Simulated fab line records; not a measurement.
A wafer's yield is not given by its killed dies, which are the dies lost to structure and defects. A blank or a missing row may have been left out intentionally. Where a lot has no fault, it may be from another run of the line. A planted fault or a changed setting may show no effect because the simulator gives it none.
Split-lot trial / flow n5Finfet / 7 lots, 21 wafers read, on a route of 1938 steps

THE SPLIT
At N5_HKMG_FIN_ETCH_35 (etches SOC in N2/H2, target depth 215.8 nm, time 243.4 s), the setting timeS was moved away from the recipe's 243.4 s on 5 of the 21 wafers read, by -7.5% to +17.7%. For the rest of the wafers, this setting stayed at what the recipe calls for.

The split's own step is where the reading is taken.

THE READING
SOC_of_HKMG_FIN_COAT_29.thkNm (the simulator's own value, which no gauge read), in nm, at N5_HKMG_FIN_ETCH_35 (etches SOC in N2/H2, target depth 215.8 nm, time 243.4 s). The file does not state a usual value for it. The 16 wafers here that ran the recipe average 83.6 nm, standard deviation 3.9 nm.

wafer=L075.1; tool, chamber at the split=rieDiel-01, 3; timeS as run, s=243.4; against the recipe=recipe; SOC_of_HKMG_FIN_COAT_29.thkNm, nm=79.6; against lot-mates on the recipe=-
wafer=L075.3; tool, chamber at the split=rieDiel-01, 1; timeS as run, s=281.9; against the recipe=+15.8%; SOC_of_HKMG_FIN_COAT_29.thkNm, nm=48.4; against lot-mates on the recipe=-31.2
wafer=L075.4; tool, chamber at the split=rieDiel-01, 0; timeS as run, s=281.9; against the recipe=+15.8%; SOC_of_HKMG_FIN_COAT_29.thkNm, nm=54.4; against lot-mates on the recipe=-25.2
wafer=L081.1; tool, chamber at the split=rieDiel-03, 0; timeS as run, s=286.4; against the recipe=+17.7%; SOC_of_HKMG_FIN_COAT_29.thkNm, nm=49.4; against lot-mates on the recipe=-27.7
wafer=L081.2; tool, chamber at the split=rieDiel-03, 3; timeS as run, s=243.4; against the recipe=recipe; SOC_of_HKMG_FIN_COAT_29.thkNm, nm=76.2; against lot-mates on the recipe=-
wafer=L081.6; tool, chamber at the split=rieDiel-03, 3; timeS as run, s=243.4; against the recipe=recipe; SOC_of_HKMG_FIN_COAT_29.thkNm, nm=78; against lot-mates on the recipe=-
wafer=L086.3; tool, chamber at the split=rieDiel-06, 1; timeS as run, s=243.4; against the recipe=recipe; SOC_of_HKMG_FIN_COAT_29.thkNm, nm=83.6; against lot-mates on the recipe=-
wafer=L086.5; tool, chamber at the split=rieDiel-06, 2; timeS as run, s=243.4; against the recipe=recipe; SOC_of_HKMG_FIN_COAT_29.thkNm, nm=89.6; against lot-mates on the recipe=-
wafer=L086.6; tool, chamber at the split=rieDiel-06, 1; timeS as run, s=243.4; against the recipe=recipe; SOC_of_HKMG_FIN_COAT_29.thkNm, nm=82.6; against lot-mates on the recipe=-
wafer=L090.1; tool, chamber at the split=rieDiel-06, 0; timeS as run, s=243.4; against the recipe=recipe; SOC_of_HKMG_FIN_COAT_29.thkNm, nm=83.2; against lot-mates on the recipe=-
wafer=L090.3; tool, chamber at the split=rieDiel-06, 3; timeS as run, s=243.4; against the recipe=recipe; SOC_of_HKMG_FIN_COAT_29.thkNm, nm=87.6; against lot-mates on the recipe=-
wafer=L090.6; tool, chamber at the split=rieDiel-06, 3; timeS as run, s=243.4; against the recipe=recipe; SOC_of_HKMG_FIN_COAT_29.thkNm, nm=86.8; against lot-mates on the recipe=-
wafer=L094.1; tool, chamber at the split=rieDiel-06, 0; timeS as run, s=225.2; against the recipe=-7.5%; SOC_of_HKMG_FIN_COAT_29.thkNm, nm=97; against lot-mates on the recipe=+17.0
wafer=L094.3; tool, chamber at the split=rieDiel-06, 1; timeS as run, s=225.2; against the recipe=-7.5%; SOC_of_HKMG_FIN_COAT_29.thkNm, nm=99; against lot-mates on the recipe=+19.0
wafer=L094.5; tool, chamber at the split=rieDiel-06, 1; timeS as run, s=243.4; against the recipe=recipe; SOC_of_HKMG_FIN_COAT_29.thkNm, nm=80; against lot-mates on the recipe=-
wafer=L095.1; tool, chamber at the split=rieDiel-01, 1; timeS as run, s=243.4; against the recipe=recipe; SOC_of_HKMG_FIN_COAT_29.thkNm, nm=83.8; against lot-mates on the recipe=-
wafer=L095.2; tool, chamber at the split=rieDiel-01, 0; timeS as run, s=243.4; against the recipe=recipe; SOC_of_HKMG_FIN_COAT_29.thkNm, nm=87.4; against lot-mates on the recipe=-
wafer=L095.4; tool, chamber at the split=rieDiel-01, 0; timeS as run, s=243.4; against the recipe=recipe; SOC_of_HKMG_FIN_COAT_29.thkNm, nm=89; against lot-mates on the recipe=-
wafer=L097.3; tool, chamber at the split=rieDiel-06, 2; timeS as run, s=243.4; against the recipe=recipe; SOC_of_HKMG_FIN_COAT_29.thkNm, nm=80.4; against lot-mates on the recipe=-
wafer=L097.4; tool, chamber at the split=rieDiel-06, 0; timeS as run, s=243.4; against the recipe=recipe; SOC_of_HKMG_FIN_COAT_29.thkNm, nm=85.6; against lot-mates on the recipe=-
wafer=L097.6; tool, chamber at the split=rieDiel-06, 0; timeS as run, s=243.4; against the recipe=recipe; SOC_of_HKMG_FIN_COAT_29.thkNm, nm=84.6; against lot-mates on the recipe=-

THE FIT
A straight line over all 21 wafers: SOC_of_HKMG_FIN_COAT_29.thkNm changes by -1.99 nm for each +1% of timeS; r = -0.96; the points scatter about the line by 3.7 nm.
The same after taking each lot's own level away (the mean of its wafers on the recipe; 21 wafers): -1.81 nm for each +1%; r = -0.98; scatter 2.7 nm.
That fit puts the effect of the largest move of timeS on the reading at 32 nm.
From 77.10 to 86.73 nm: that is the span of the lots' own levels, equal to 2.5 times the standard deviation above.
Consequently the slope shifts little with the lot-to-lot level, the two slopes agreeing.
Check: with one of the wafers moved furthest among these (+17.7%) left out of the fit, the line predicts -33.2 nm for it against its lot-mates. It came out at -27.7 nm against them.

THE WHOLE CHAIN: every reading that the file lists as answering this split, in the file's order
step=N5_HKMG_FIN_ETCH_35; what it does=etches SOC in N2/H2, target depth 215.8 nm, time 243.4 s; reading=HKMG_FIN.featureDepthNm (the simulator's own value, which no gauge read); change (the file's fit)=+1.72 nm for each +1% of the setting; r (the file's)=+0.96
step=N5_HKMG_FIN_ETCH_35; what it does=etches SOC in N2/H2, target depth 215.8 nm, time 243.4 s; reading=etch.depthNm (the simulator's own value, which no gauge read); change (the file's fit)=+1.72 nm for each +1% of the setting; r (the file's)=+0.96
step=N5_HKMG_FIN_ETCH_35; what it does=etches SOC in N2/H2, target depth 215.8 nm, time 243.4 s; reading=SOC_of_HKMG_FIN_COAT_29.thkNm (the simulator's own value, which no gauge read); change (the file's fit)=-1.73 nm for each +1% of the setting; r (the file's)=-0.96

THE FILE'S OWN FIT
SOC_of_HKMG_FIN_COAT_29.thkNm changes by -1.73 nm for each +1% of timeS, r = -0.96.
